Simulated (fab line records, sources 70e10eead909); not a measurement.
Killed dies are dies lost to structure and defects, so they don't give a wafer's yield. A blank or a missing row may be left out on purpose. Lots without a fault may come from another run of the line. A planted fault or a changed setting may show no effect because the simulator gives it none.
Which tool did it? | flow nand_harc | 6 lots, 18 wafers sampled, at 1 step of a route of 1159

WHAT THE GAUGES READ, wafer by wafer
NHARC_A_CONTACT_INSPECT_71.
lot  | measured     | on                | raw_defect_count
L587 | day 17 02:19 | defect_inspect-02 | 17 18 13
L595 | day 19 13:25 | defect_inspect-01 | 21 31 34
L600 | day 20 17:20 | defect_inspect-02 | 32 26 44
L602 | day 21 18:49 | defect_inspect-01 | 47 30 40
L604 | day 22 08:49 | defect_inspect-02 | 10 22 19
L606 | day 22 12:58 | defect_inspect-02 | 9 20 19

WHICH TOOL RAN EACH LOT (tool, then ch and the chambers of the sampled wafers, then the start)
The record holds no process step before these readings.

THE ANSWER, worked out from the rows above alone
Rule: what is usual is taken from the lots themselves. Put in order of their means at a reading, lots are off if they are a third of the lots or fewer, leave a main group of 4 or more, and stand apart from it by a gap of 3 or more times the standard deviation of the main group's means; of several such gaps the widest counts. A main group whose means are all the same, to the digits that the tables above print for the reading, isn't used. A lot without any number at a reading at which 4 lots or more have one is off too. The other lots that the step has rows for count as sound.
No lot is off at any reading shown: from this, nothing can be told.

WHAT THE SIMULATOR HAD PUT IN
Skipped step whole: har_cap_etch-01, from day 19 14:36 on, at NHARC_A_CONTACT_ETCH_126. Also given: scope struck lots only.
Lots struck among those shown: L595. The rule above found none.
